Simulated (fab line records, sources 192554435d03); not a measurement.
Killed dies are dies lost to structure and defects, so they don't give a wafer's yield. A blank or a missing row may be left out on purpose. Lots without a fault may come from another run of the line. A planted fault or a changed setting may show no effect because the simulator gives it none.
Chamber matching | flow n5_finfet | N5_MOL_CONTACT_COAG_ETCHBACK_135 on rie_diel-01: 4 sister chambers
The step etches SiO2 in CHF3, target depth 25 nm, time 16.7 s. 4 wafers are shown with their chamber, then 9 later ones without.

WAFERS WITH THEIR CHAMBER
wafer  | chamber | showerhead_plenum_p_Torr (Torr)
L078.2 | 2       | 2.40
L082.3 | 0       | 2.53
L082.4 | 3       | 2.42
L082.5 | 1       | 2.36

WAFERS WITHOUT THEIR CHAMBER
wafer  | showerhead_plenum_p_Torr (Torr)
L083.1 | 2.42
L083.3 | 2.39
L083.5 | 2.42
L087.2 | 2.36
L087.3 | 2.52
L087.4 | 2.39
L089.1 | 2.36
L089.3 | 2.41
L089.4 | 2.52

WHICH CHAMBER EACH WENT THROUGH
wafer  | from the rows above     | in truth
L083.1 | 3                       | 3
L083.3 | 2                       | 2
L083.5 | 3                       | 3
L087.2 | 1                       | 1
L087.3 | 0                       | 0
L087.4 | 2                       | 2
L089.1 | 1                       | 1
L089.3 | can't be placed: 3 or 2 | 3
L089.4 | 0                       | 0
Placed correctly: 8 of 9. Can't be placed from these rows: 1 (the true chamber is among the candidates in 1). Placed wrongly: 0.
How it was worked out, from the rows above alone: a wafer's distance from a chamber is the root of the sum, over the readings, of the square of ((its reading less the chamber's mean) divided by the reading's scatter). The wafer belongs to the nearest chamber; if the next one is less than 2 further off, it can't be placed. A chamber's mean is the mean of its shown wafers. The scatter: with one shown wafer a chamber, the root of the mean of the squares of how far each hidden wafer lies from its nearest shown one.
